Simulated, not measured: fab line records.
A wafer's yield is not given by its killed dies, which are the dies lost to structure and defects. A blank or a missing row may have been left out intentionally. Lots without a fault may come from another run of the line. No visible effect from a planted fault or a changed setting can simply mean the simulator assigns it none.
Which tool was responsible? | flow nand_harc | Sampling: 12 lots, 36 wafers, 5 of 1302 route steps

WHAT THE GAUGES SHOWED, per wafer
NHARC_A_BONDPAD_OVL_MEAS_35. Usual: overlay_x_nm -1 nm, standard deviation 5.3; overlay_y_nm 1 nm, standard deviation 5.
lot  | measured     | on         | overlay_x_nm (nm) | overlay_y_nm (nm) | flag
L411 | day 22 19:20 | overlay-02 | 5 4 5             | -2 -2 -2          |
L408 | day 22 20:54 | overlay-02 | -8 -8 -8          | 4 4 4             |
L412 | day 24 02:29 | overlay-02 | 0 0 0             | 0 0 0             |
L413 | day 24 06:33 | overlay-01 | -4 -4 -4          | 6 6 6             |
L415 | day 25 14:31 | overlay-02 | -8 -9 -8          | 10 10 10          |
L417 | day 26 06:11 | overlay-01 | -1 -1 -1          | 7 6 7             |
L422 | day 27 18:47 | overlay-02 | -9 -9 -9          | 3 4 4             |
L425 | day 28 16:55 | overlay-01 | -2 -2 -2          | -3 -3 -3          |
L429 | day 30 13:36 | overlay-01 | 7 8 7             | 2 2 3             |
L428 | day 30 14:38 | overlay-01 | 8 8 9             | -7 -6 -6          |
L431 | day 31 15:40 | overlay-02 | -5 -5 -5          | -5 -5 -5          |
L430 | day 31 20:46 | overlay-01 | -1 0 -1           | -7 -8 -7          |

NHARC_A_BONDPAD_CD_MEAS_13. Usual: 499.8 nm for cd_nm, sd 1.4.
lot  | measured     | on        | cd_nm (nm)        | flag
L411 | day 22 19:50 | cd_sem-02 | 499.2 500.3 501.1 |
L408 | day 22 21:20 | cd_sem-03 | 499.0 499.9 499.5 |
L412 | day 24 02:55 | cd_sem-02 | 498.2 498.2 497.0 |
L413 | day 24 06:59 | cd_sem-02 | 501.2 497.8 500.5 |
L415 | day 25 14:58 | cd_sem-01 | 498.4 499.5 500.1 |
L417 | day 26 06:37 | cd_sem-02 | 498.1 499.6 500.5 |
L422 | day 27 19:13 | cd_sem-01 | 497.8 499.7 501.3 |
L425 | day 28 17:22 | cd_sem-02 | 498.3 500.3 496.4 |
L429 | day 30 14:03 | cd_sem-02 | 498.7 499.4 498.1 |
L428 | day 30 15:09 | cd_sem-01 | 500.5 499.8 499.2 |
L431 | day 31 16:07 | cd_sem-02 | 499.7 501.1 499.3 |
L430 | day 31 21:13 | cd_sem-02 | 502.1 499.4 499.1 |

NHARC_END_SORT_01. Usual: defect_limited_yield 92.3 %, standard deviation 2.2; killed_at_array 47, standard deviation 14; killed_at_other 0.5, standard deviation 0.72; killed_at_periphery 4, standard deviation 3.1; killed_dies 52, standard deviation 15; killed_open 3.2, standard deviation 1.9; killed_short 2.4, standard deviation 1.7; sort_bin_2_pct 2.7 %, standard deviation 1.1; sort_bin_3_pct 0.6 %, standard deviation 0.34; sort_bin_4_pct 4.4 %, standard deviation 1.3; sort_n_pass 625, standard deviation 15; sort_rim_yield_pct 90 %, standard deviation 4.3; sort_yield_pct 92.3 %, standard deviation 2.2.
lot  | measured     | on        | defect_limited_yield (%) | killed_at_array | killed_at_other | killed_at_periphery | killed_dies | killed_open | killed_short | sort_bin_2_pct (%) | sort_bin_3_pct (%) | sort_bin_4_pct (%) | sort_n_pass | sort_rim_yield_pct (%) | sort_yield_pct (%) | flag
L413 | day 25 16:12 | prober-01 | 96.3 95.3 97.0           | 24 29 16        | 0 0 1           | 1 3 3               | 25 32 20    | 4 5 3       | 1 3 1        | 0.9 1.6 0.6        | 0.1 0.1 0.3        | 2.7 3.0 2.1        | 652 645 657 | 94 97 97               | 96.3 95.3 97.0     |
L415 | day 26 20:35 | prober-01 | 89.5 92.9 91.7           | 69 45 49        | 1 0 0           | 1 3 7               | 71 48 56    | 2 5 4       | 2 2 2        | 3.8 2.5 2.4        | 0.9 0.4 0.6        | 5.8 4.1 5.3        | 606 629 621 | 82 87 88               | 89.5 92.9 91.7     |
L422 | day 32 10:55 | prober-02 | 94.2 93.5 93.2           | 37 40 42        | 1 0 1           | 1 4 3               | 39 44 46    | 2 1 4       | 0 1 1        | 1.9 2.1 1.9        | 0.1 0.3 1.0        | 3.7 4.1 3.8        | 638 633 631 | 90 89 88               | 94.2 93.5 93.2     |

WHAT TOOL EACH LOT RAN ON (gives the tool, then ch and the chambers of the sampled wafers, and finally the start)
lot  | NHARC_A_M1_DEP_33               | NHARC_A_BONDPAD_STRIP_15
L411 | pecvd-02 ch 0,2, day 22 17:38   | rie_diel-03 ch 0,3, day 22 19:55
L408 | pecvd-03 ch 0,1,2, day 22 19:04 | rie_diel-03 ch 0,1,2, day 22 21:26
L412 | pecvd-03 ch 0,2, day 24 00:44   | rie_diel-03 ch 0,2, day 24 02:59
L413 | pecvd-01 ch 0,1, day 24 04:40   | rie_diel-02 ch 1,3, day 24 07:05
L415 | pecvd-03 ch 0,1, day 25 12:43   | rie_diel-07 ch 2,3, day 25 15:03
L417 | pecvd-03 ch 0,1, day 26 04:28   | rie_diel-07 ch 0,1,2, day 26 06:41
L422 | pecvd-01 ch 0,1, day 27 16:53   | rie_diel-07 ch 1,2, day 27 19:17
L425 | pecvd-03 ch 0,2, day 28 15:03   | rie_diel-07 ch 0,1, day 28 17:27
L429 | pecvd-02 ch 0,2, day 30 11:55   | rie_diel-02 ch 1,2,3, day 30 14:07
L428 | pecvd-02 ch 0,2, day 30 12:53   | rie_diel-03 ch 0,1,3, day 30 15:14
L431 | pecvd-01 ch 0,1,2, day 31 13:56 | rie_diel-07 ch 0,3, day 31 16:11
L430 | pecvd-02 ch 0,1,2, day 31 18:56 | rie_diel-02 ch 0,1,3, day 31 21:17
- NHARC_A_M1_DEP_33: deposits SiCN, target thk 30 nm.
- NHARC_A_BONDPAD_STRIP_15: strips in O2.

WHAT THE TOOLS THEMSELVES READ (means of the sampled wafers that have a number; where no wafer has one, the mark that the record gives instead)
NHARC_A_M1_DEP_33. Usual: heater_power_w 565 W, standard deviation 84; showerhead_vpp_V 1288 V, standard deviation 53.
lot  | tool     | heater_power_w (W) | showerhead_vpp_V (V) | flag
L411 | pecvd-02 | 707                | 1230                 |
L408 | pecvd-03 | 514                | 1312                 |
L412 | pecvd-03 | 502                | 1337                 |
L413 | pecvd-01 | 567                | 1268                 |
L415 | pecvd-03 | 497                | 1272                 |
L417 | pecvd-03 | 532                | 1293                 |
L422 | pecvd-01 | 595                | 1278                 |
L425 | pecvd-03 | 502                | 1332                 |
L429 | pecvd-02 | 729                | 1257                 |
L428 | pecvd-02 | 716                | 1262                 |
L431 | pecvd-01 | 609                | 1266                 |
L430 | pecvd-02 | 698                | 1276                 |

NHARC_A_BONDPAD_STRIP_15. Usual: value, then standard deviation, for each; chamber_pressure_mTorr 60.00 mTorr / 0.067; drypump_motor_current_A 5.9 A / 0.48; mfc_ar_sccm 0.007 sccm / 0.0079; oes_product_au 0.999 a.u. / 0.0069; rf_vpp_V 57.8 V / 0.97; showerhead_plenum_p_Torr 3.52 Torr / 0.15; throttle_valve_pct 17.037 % / 0.0093.
lot  | tool        | chamber_pressure_mTorr (mTorr) | drypump_motor_current_A (A) | mfc_ar_sccm (sccm) | oes_product_au (a.u.) | rf_vpp_V (V) | showerhead_plenum_p_Torr (Torr) | throttle_valve_pct (%) | flag
L411 | rie_diel-03 | 60.05                          | 5.8                         | 0.006              | 1.005                 | 57.5         | 3.65                            | 17.047                 |
L408 | rie_diel-03 | 60.01                          | 5.4                         | 0.006              | 1.000                 | 57.8         | 3.48                            | 17.050                 |
L412 | rie_diel-03 | 59.98                          | 5.1                         | 0.013              | 1.003                 | 58.4         | 3.49                            | 17.032                 |
L413 | rie_diel-02 | 60.02                          | 6.2                         | 0.019              | 1.000                 | 59.1         | 3.59                            | 17.031                 |
L415 | rie_diel-07 | 59.95                          | 5.9                         | 0.004              | 1.013                 | 57.9         | 3.40                            | 17.041                 |
L417 | rie_diel-07 | 60.01                          | 6.0                         | 0.003              | 1.002                 | 57.9         | 3.58                            | 17.042                 |
L422 | rie_diel-07 | 31.66                          | 6.0                         | 0.005              | 1.000                 | 57.1         | 3.47                            | 17.042                 | OFF
L425 | rie_diel-07 | 31.69                          | 5.9                         | 0.003              | 0.994                 | 57.6         | 3.60                            | 17.028                 | OFF
L429 | rie_diel-02 | 59.97                          | 5.9                         | 0.015              | 0.997                 | 57.8         | 3.52                            | 17.047                 |
L428 | rie_diel-03 | 59.94                          | 5.7                         | 0.006              | 0.992                 | 58.0         | 3.47                            | 17.041                 |
L431 | rie_diel-07 | 59.97                          | 5.9                         | 0.000              | 0.990                 | 57.5         | 3.61                            | 17.042                 |
L430 | rie_diel-02 | 60.03                          | 6.4                         | 0.012              | 0.997                 | 58.3         | 3.57                            | 17.033                 |

THE ANSWER, worked out from the rows above alone
Rule: take the mean of a lot's wafers that have a number; if it is more than 3 standard deviations from the usual mean, the lot is off. Also off: a lot with no number at a reading for which 4 or more lots have one. All remaining lots with rows at the step are treated as sound. After the gauges, taken in route order, come the tools' own readings; for these a lot's mean is taken, as printed above. At the first step where some lot is off, the reading lying furthest off is the one used; lots without a number count as furthest.
Off, at NHARC_A_BONDPAD_STRIP_15 on chamber_pressure_mTorr: L422, L425.
A tool fits if, at that step or a process step before it, it ran every lot that is off, and no sound lot after the first of them. Of those tried, none fits.

WHAT THE SIMULATOR HAD INSERTED
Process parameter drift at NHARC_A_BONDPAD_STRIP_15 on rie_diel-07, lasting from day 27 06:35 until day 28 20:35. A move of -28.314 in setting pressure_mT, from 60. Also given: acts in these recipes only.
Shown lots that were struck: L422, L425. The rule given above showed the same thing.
